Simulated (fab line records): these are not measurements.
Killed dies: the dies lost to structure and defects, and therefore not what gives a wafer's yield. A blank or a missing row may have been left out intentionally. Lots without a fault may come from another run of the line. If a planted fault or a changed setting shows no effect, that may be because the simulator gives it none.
Which tool did it? :: flow n5Finfet :: 18 wafers from 6 lots sampled at 3 of the route's 1938 steps

== WHAT THE GAUGES SHOWED, per wafer ==
N5_BEOL_M12_OVL_MEAS_29.
lot: L162
measured: day 11 19:05
on: overlay-02
M12_OVL (nm): 0 -3 -3

lot: L166
measured: day 12 17:51
on: overlay-01
M12_OVL (nm): -2 1 -1

lot: L170
measured: day 14 06:05
on: overlay-01
M12_OVL (nm): -3 -5 -4

lot: L180
measured: day 16 17:40
on: overlay-01
M12_OVL (nm): -7 -8 -3

lot: L179
measured: day 17 02:08
on: overlay-02
M12_OVL (nm): 22 24 22

lot: L185
measured: day 19 00:00
on: overlay-02
M12_OVL (nm): -2 -4 -3

== WHICH TOOL RAN EACH LOT (tool, then ch and the chambers of the sampled wafers, then the start) ==
lot: L162
N5_BEOL_M12_ILD_DEP_00: pecvd-01 ch 0,1,2, day 11 17:18
N5_BEOL_M12_EXPOSE_25: krfScanner-02 ch 0, day 11 18:53

lot: L166
N5_BEOL_M12_ILD_DEP_00: pecvd-01 ch 0,2, day 12 16:29
N5_BEOL_M12_EXPOSE_25: krfScanner-02 ch 0, day 12 17:39

lot: L170
N5_BEOL_M12_ILD_DEP_00: pecvd-03 ch 0,2, day 14 04:42
N5_BEOL_M12_EXPOSE_25: krfScanner-02 ch 0, day 14 05:53

lot: L180
N5_BEOL_M12_ILD_DEP_00: pecvd-03 ch 0,1,2, day 16 16:10
N5_BEOL_M12_EXPOSE_25: krfScanner-01 ch 0, day 16 17:28

lot: L179
N5_BEOL_M12_ILD_DEP_00: pecvd-01 ch 0,2, day 17 00:35
N5_BEOL_M12_EXPOSE_25: krfScanner-02 ch 0, day 17 01:56

lot: L185
N5_BEOL_M12_ILD_DEP_00: pecvd-04 ch 0,1, day 18 22:25
N5_BEOL_M12_EXPOSE_25: krfScanner-01 ch 0, day 18 23:48
- N5_BEOL_M12_ILD_DEP_00: deposits SiOC from DEMS/O2, target thk 658.92 nm, time 130.7 s.
- N5_BEOL_M12_EXPOSE_25: exposes mask M12.

== THE ANSWER, worked out from the rows above alone ==
Rule: the lots themselves supply what counts as usual. Put in order of their means at a reading, lots are off if they are a third of the lots or fewer, leave a main group of 4 or more, and stand apart from it by a gap of 3 or more times the standard deviation of the main group's means; of several such gaps the widest counts. The tables above print the reading to a certain number of digits; a main group whose means all agree to those digits is not used. A lot without any number at a reading at which 4 lots or more have one is off too. The other lots that the step has rows for count as sound.
Off: at N5_BEOL_M12_OVL_MEAS_29 (M12_OVL), L179. For the main group the mean is -3 nm and the standard deviation 1.8.
If a tool, at a process step before that reading, ran all the lots that are off and no sound lot after the first of them, it fits. Those tools and the gauges at N5_BEOL_M12_OVL_MEAS_29 are tried in the same way. 2 tools fit, pecvd-01 at N5_BEOL_M12_ILD_DEP_00 and krfScanner-02 at N5_BEOL_M12_EXPOSE_25, so this cannot tell which one it is.

== WHAT THE SIMULATOR HAD INSERTED ==
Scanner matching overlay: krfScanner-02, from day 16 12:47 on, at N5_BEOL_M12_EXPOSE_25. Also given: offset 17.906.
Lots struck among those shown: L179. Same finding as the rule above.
